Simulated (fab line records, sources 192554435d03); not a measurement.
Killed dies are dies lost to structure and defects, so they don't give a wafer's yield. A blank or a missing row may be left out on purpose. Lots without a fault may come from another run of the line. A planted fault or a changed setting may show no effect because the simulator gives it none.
fab line records | flow n5_finfet
record lots=11 wafers=33 last_day=19
route steps=1938 shown BEOL_M4@1087 BEOL_M5@1112 PASSIVATION@1936
lots that met no fault: from a run of the same line without faults
start_h: hours from the record's first day to the start of the lot's first wafer shown | wait_h: hours since the lot's step before | " the same as in the row above | L1.1+2: a row that stands for several wafers | - no value, or no start given | * or withheld: withheld | < > ~ a bound
route shown NAME@n: a module of which the file shows steps, and the number in the route of the first | usual: mean/standard deviation of fault-free wafers | same: alike in all rows | chamber/n: place in a boat | sites: the reading at each site | _std_site: their standard deviation | _edge_site: outer sites' mean less inner sites' | radius_mm: how far each site lies from the wafer's centre | mask NAME#n: copy n | behind: the tool/chamber that last shaped the wafer | hold: why the lot was held/for how many hours/how that ended | device: the transistor (n, p or np) that didn't switch | end of line: the same wafers' tests at the end of the route | a step without rows: its recipe alone | killed: dies lost to structure and defects at the first sort, not the wafer's yield | map: a wafer's dies, x killed, . not, _ none there
set.NAME: the setting as run; set.NAME@STEP: as run at that earlier step | model.NAME: the simulator's own value behind a step, which no gauge read
steps of the route over a sample of lots; a table a step, a row a wafer
services: from which hour (start_h, from the record's first day; less than 0 if before it) a tool's chamber was out of use, for how many hours, and why
## steps
# step N5_BEOL_M4_ANNEAL_80
# recipe temp_c=400 time_s=240 ambient=vacuum
# usual heater_power_w=815/70
# same time_s=240
# columns lot.wafer tool chamber start_h wait_h heater_power_w
L460.2 pvd_sputter-03 - 183.11 0.0 866
L460.3 " - " " 864
L460.5 " - " " 742
L470.1 pvd_sputter-03 - 251.88 0.0 866
L470.5 " - " " 880
L470.6 " - " " 778
L472.1 pvd_sputter-02 - 273.83 0.0 793
L472.2 " - " " 932
L472.4 " - " " 899
L474.2 pvd_sputter-03 - 279.89 0.0 881
L474.3 " - " " 870
L474.5 " - " " 786
L473.1 pvd_sputter-01 - 286.93 0.0 821
L473.5 " - " " 896
L473.6 " - " " 693
L475.1 pvd_sputter-01 - 292.03 0.0 745
L475.3 " - " " 882
L475.4 " - " " 795
L479.2 pvd_sputter-02 - 295.38 0.0 898
L479.3 " - " " 777
L479.5 " - " " 938
L476.4 pvd_sputter-03 - 295.74 0.0 876
L476.5 " - " " 787
L476.6 " - " " 884
L481.1 pvd_sputter-03 - 305.32 0.0 896
L481.3 " - " " 785
L481.5 " - " " 771
L482.1 pvd_sputter-01 - 331.20 0.0 703
L482.5 " - " " 863
L482.6 " - " " 688
L483.1 pvd_sputter-03 - 345.14 0.0 728
L483.3 " - " " 862
L483.5 " - " " 861
# step N5_BEOL_M4_ANNEAL_87
# recipe temp_c=400 time_s=240 ambient=vacuum
# usual heater_power_w=816/68
# same time_s=240
# columns lot.wafer tool chamber start_h wait_h heater_power_w
L460.2 pvd_sputter-03 - 183.55 0.0 868
L460.3 " - " " 884
L460.5 " - " " 736
L470.1 pvd_sputter-03 - 252.32 0.0 844
L470.5 " - " " 871
L470.6 " - " " 791
L472.1 pvd_sputter-02 - 274.27 0.0 785
L472.2 " - " " 925
L472.4 " - " " 908
L474.2 pvd_sputter-03 - 280.33 0.0 859
L474.3 " - " " 884
L474.5 " - " " 782
L473.1 pvd_sputter-01 - 287.37 0.0 818
L473.5 " - " " 855
L473.6 " - " " 682
L475.1 pvd_sputter-01 - 292.47 0.0 764
L475.3 " - " " 872
L475.4 " - " " 798
L479.2 pvd_sputter-02 - 295.82 0.0 923
L479.3 " - " " 771
L479.5 " - " " 940
L476.4 pvd_sputter-03 - 296.18 0.0 877
L476.5 " - " " 779
L476.6 " - " " 893
L481.1 pvd_sputter-03 - 305.76 0.0 870
L481.3 " - " " 776
L481.5 " - " " 765
L482.1 pvd_sputter-01 - 331.64 0.0 707
L482.5 " - " " 844
L482.6 " - " " 697
L483.1 pvd_sputter-03 - 345.58 0.0 732
L483.3 " - " " 871
L483.5 " - " " 887
# step N5_BEOL_M4_SPUTTER_90
# recipe material=Cu target_thk_a=45 temp_c=-20 chamber_pressure_pa=0.07 power_w=withheld time_s=8.29
# usual throttle_valve_pct=30.3/1.2
# same time_s=8.29
# columns lot.wafer tool chamber start_h wait_h throttle_valve_pct
L460.2 pvd_sputter-03 - 183.91 0.1 29.1
L460.3 " - " " 30.3
L460.5 " - " " 29.3
L470.1 pvd_sputter-03 - 252.68 0.1 29.2
L470.5 " - " " 30.4
L470.6 " - " " 31.0
L472.1 pvd_sputter-02 - 274.63 0.1 29.4
L472.2 " - " " 28.4
L472.4 " - " " 31.6
L474.2 pvd_sputter-03 - 280.69 0.1 30.1
L474.3 " - " " 29.5
L474.5 " - " " 30.8
L473.1 pvd_sputter-01 - 287.73 0.1 33.0
L473.5 " - " " 31.0
L473.6 " - " " 31.8
L475.1 pvd_sputter-01 - 292.83 0.1 29.6
L475.3 " - " " 30.6
L475.4 " - " " 33.0
L479.2 pvd_sputter-02 - 296.18 0.1 31.2
L479.3 " - " " 29.4
L479.5 " - " " 28.5
L476.4 pvd_sputter-03 - 296.54 0.1 29.1
L476.5 " - " " 31.1
L476.6 " - " " 30.0
L481.1 pvd_sputter-03 - 306.12 0.1 29.3
L481.3 " - " " 30.7
L481.5 " - " " 31.0
L482.1 pvd_sputter-01 - 332.00 0.1 31.5
L482.5 " - " " 31.0
L482.6 " - " " 31.6
L483.1 pvd_sputter-03 - 345.94 0.1 29.0
L483.3 " - " " 29.2
L483.5 " - " " 29.0
# step N5_BEOL_M5_ILD_DEP_00
# recipe material=SiCOH_lowk target_thk_a=1406.4 temp_c=300 precursor=DEMS/porogen pressure_torr=5 rf_w=500 time_s=25.9
# usual heater_power_w=310/56 showerhead_plenum_p_Torr=5.737/0.019 throttle_valve_pct=13.7/0.38
# columns lot.wafer tool chamber start_h wait_h heater_power_w showerhead_plenum_p_Torr throttle_valve_pct
L460.2 pecvd-04 2 186.65 0.7 322 5.772 13.1
L460.3 " 1 " " 262 5.727 14.1
L460.5 " 1 " " 263 5.717 14.4
L470.1 pecvd-04 0 255.42 0.8 225 5.772 14.5
L470.5 " 1 " " 280 5.738 14.1
L470.6 " 2 " " 281 5.759 13.6
L472.1 pecvd-04 2 277.47 0.8 283 5.759 13.4
L472.2 " 1 " " 273 5.750 14.3
L472.4 " 2 " " 274 5.751 13.5
L474.2 pecvd-02 1 283.49 0.7 292 5.761 13.4
L474.3 " 2 " " 344 5.751 13.5
L474.5 " 0 " " 350 5.729 13.5
L473.1 pecvd-03 2 290.45 0.8 331 5.721 13.5
L473.5 " 2 " " 354 5.709 13.4
L473.6 " 0 " " 290 5.724 13.4
L475.1 pecvd-02 0 295.55 0.8 314 5.728 13.9
L475.3 " 1 " " 251 5.755 13.4
L475.4 " 0 " " 322 5.759 13.6
L479.2 pecvd-03 2 298.93 0.7 345 5.698 13.3
L479.3 " 0 " " 275 5.727 13.8
L479.5 " 1 " " 392 5.738 13.3
L476.4 pecvd-02 1 299.28 0.4 296 5.730 13.7
L476.5 " 0 " " 290 5.738 13.6
L476.6 " 2 " " 373 5.757 13.5
L481.1 pecvd-03 1 308.99 0.8 409 5.745 13.9
L481.3 " 2 " " 354 5.700 13.8
L481.5 " 2 " " 358 5.699 13.6
L482.1 pecvd-03 1 334.83 0.8 407 5.734 13.9
L482.5 " 2 " " 352 5.686 13.3
L482.6 " 0 " " 262 5.738 13.7
L483.1 pecvd-02 2 348.68 0.8 344 5.733 13.3
L483.3 " 1 " " 242 5.747 13.6
L483.5 " 2 " " 359 5.739 13.6
# step N5_BEOL_M5_THK_MEAS_01
# recipe reads=SiCOH_lowk_of_BEOL_M5_ILD_DEP_00
# usual M5_ILD_THK=121.3/1.5
# columns lot.wafer tool chamber start_h wait_h M5_ILD_THK[nm]
L460.2 film_metro-01 - 187.22 0.4 118.9
L460.3 " - " " 120.0
L460.5 " - " " 122.4
L470.1 film_metro-01 - 256.12 0.4 114.7
L470.5 " - " " 121.8
L470.6 " - " " 121.4
L472.1 film_metro-01 - 278.04 0.4 113.3
L472.2 " - " " 114.4
L472.4 " - " " 120.2
L474.2 film_metro-02 - 284.07 0.4 119.1
L474.3 " - " " 118.1
L474.5 " - " " 122.1
L473.1 film_metro-02 - 291.04 0.4 121.0
L473.5 " - " " 123.5
L473.6 " - " " 122.5
L475.1 film_metro-01 - 296.61 0.8 120.0
L475.3 " - " " 121.2
L475.4 " - " " 122.0
L479.2 film_metro-02 - 299.98 0.7 121.2
L479.3 " - " " 119.3
L479.5 " - " " 123.0
L476.4 film_metro-02 - 300.11 0.2 121.4
L476.5 " - " " 124.5
L476.6 " - " " 122.0
L481.1 film_metro-02 - 309.58 0.4 119.3
L481.3 " - " " 123.0
L481.5 " - " " 123.4
L482.1 film_metro-02 - 335.55 0.4 121.7
L482.5 " - " " 121.7
L482.6 " - " " 121.6
L483.1 film_metro-01 - 349.25 0.4 121.6
L483.3 " - " " 119.5
L483.5 " - " " 120.9
# step N5_PASSIVATION_PROBE_49
# usual defect_limited_yield=91.0/1.5 killed_at_M0_to_M3=35/11 killed_at_M4_up=13/5 killed_at_contacts=12/5.9 killed_at_front_end=42/13 killed_at_other=3/3.2 killed_dies=106/18 killed_open=69/13 killed_short=35/8.9 sort_bin_5_function=5.2/0.95 sort_bin_6_memory=3.3/0.71 sort_n_pass=1074/18 sort_yield_pct=91.0/1.5
# same gross_dies=1180 killed_at_back_side=0 sort_bin_4_leakage[%]=0 sort_bin_8_speed[%]=0
# columns lot.wafer tool chamber start_h wait_h defect_limited_yield[%] killed_at_M0_to_M3 killed_at_M4_up killed_at_contacts killed_at_front_end killed_at_other killed_dies killed_open killed_short sort_bin_5_function[%] sort_bin_6_memory[%] sort_n_pass sort_yield_pct[%]
L472.1 prober-02 - 377.11 0.1 91.4 26 21 10 38 6 101 68 32 5.1 3.4 1079 91.4
L472.2 prober-02 - 377.16 0.2 89.7 35 11 22 43 11 122 79 42 6.2 3.6 1058 89.7
L472.4 prober-02 - 377.26 0.3 90.4 30 23 16 40 4 113 72 40 5.3 3.9 1067 90.4
# killed by level:class
L472.1 STI_FIN_REVEAL:geometric_particle:open=13 MOL_CONTACT_COAG:geometric_particle:open=10 BEOL_M0_SAQP:geometric_particle:open=8 BEOL_M0_SAQP:geometric_particle:short=7 FIN_SAQP:geometric_particle:short=5 FIN_SAQP:geometric_particle:open=5 GATE_CUT:geometric_particle:short=5 BEOL_M3:geometric_particle:open=4
L472.2 MOL_CONTACT_COAG:geometric_particle:open=16 STI_FIN_REVEAL:geometric_particle:open=11 GATE_CUT:geometric_particle:short=9 BEOL_M0_SAQP:geometric_particle:short=9 BEOL_M0_SAQP:geometric_particle:open=8 MOL_CONTACT_COAG:geometric_particle:short=6 BEOL_M4:geometric_particle:open=6 BEOL_M2:geometric_particle:open=6
L472.4 BEOL_M4:geometric_particle:open=10 MOL_CONTACT_COAG:geometric_particle:open=9 STI_FIN_REVEAL:geometric_particle:open=8 BEOL_M2:geometric_particle:open=8 BEOL_M3:geometric_particle:open=8 GATE_CUT:geometric_particle:short=7 MOL_CONTACT_COAG:geometric_particle:short=7 FIN_SAQP:geometric_particle:short=6
## services
# columns tool chamber start_h hours kind
pecvd-02 2 194.10 5.5 scheduled_down
pecvd-02 - 203.84 3.3 repair
pecvd-02 0 207.51 13.8 repair
pecvd-03 0 211.56 3.5 repair
pecvd-03 - 222.51 6.0 pm
pvd_sputter-02 - 229.10 4.9 repair
pecvd-04 0 245.24 6.4 repair
pvd_sputter-01 - 264.67 2.1 repair
pecvd-03 1 278.44 12.3 repair
pecvd-02 - 299.94 5.5 pm
pecvd-03 0 300.65 12.7 repair
pecvd-04 1 321.81 5.6 repair
pecvd-02 - 323.14 0.7 repair
pecvd-03 0 338.57 5.5 scheduled_down
## key
first_sign step=N5_BEOL_M5_THK_MEAS_01 reading=M5_ILD_THK direction=down sigmas=4.7 usual=121.3 struck=114.1
effect none on later readings
met_at N5_BEOL_M5_ILD_DEP_00
struck_lots L470,L472
struck_wafers L470.1,L472.1,L472.2
not_acting_at N5_BEOL_M4_ANNEAL_80,N5_BEOL_M4_ANNEAL_87,N5_BEOL_M4_SPUTTER_90
onset_between 186.65 255.42
fault kind=process_parameter_drift tool=pecvd-04 chamber=- onset_h=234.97 steps=N5_BEOL_M5_ILD_DEP_00 channel=time_s offset=* shape=step end_h=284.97 scope=struck_wafers_only acts_in=* stated=*
